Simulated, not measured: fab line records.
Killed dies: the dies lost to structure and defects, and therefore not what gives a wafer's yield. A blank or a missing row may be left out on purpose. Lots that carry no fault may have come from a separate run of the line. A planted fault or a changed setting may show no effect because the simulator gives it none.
Chamber matching    flow n5-finfet    3 sister chambers for N5_BEOL_M5_PRE_CLEAN_77 on cvd-co-01
The step time 15 s. 3 wafers are shown with their chamber, then 12 later ones without.

== WAFERS PAIRED WITH THEIR CHAMBERS ==
wafer   chamber  heater-power-w (W)
L091.4  2        104
L093.4  0        135
L093.5  1        82

== WAFERS MISSING THEIR CHAMBER ==
wafer   heater-power-w (W)
L092.2  102
L092.5  137
L092.6  106
L095.1  104
L095.2  135
L095.3  81
L095.4  103
L095.5  82
L095.6  136
L094.1  102
L094.4  101
L094.6  133

== CHAMBER TAKEN BY EACH ==
wafer   from the rows above  in truth
L092.2  2                    2
L092.5  0                    0
L092.6  2                    2
L095.1  2                    2
L095.2  0                    0
L095.3  1                    1
L095.4  2                    2
L095.5  1                    1
L095.6  0                    0
L094.1  2                    2
L094.4  2                    2
L094.6  0                    0
Correct placement for 12 of the 12. Can't be placed from these rows: 0. Number placed wrongly: 0.
How it was worked out, from the rows above alone: a wafer's distance from a chamber is the root of the sum, over the readings, of the square of ((its reading less the chamber's mean) divided by the reading's scatter). The wafer belongs to the nearest chamber; if the next one is less than 2 further off, it can't be placed. A chamber's mean is the mean of its shown wafers. The scatter: root of mean squared gap, hidden wafer to nearest shown wafer, with one shown wafer a chamber.
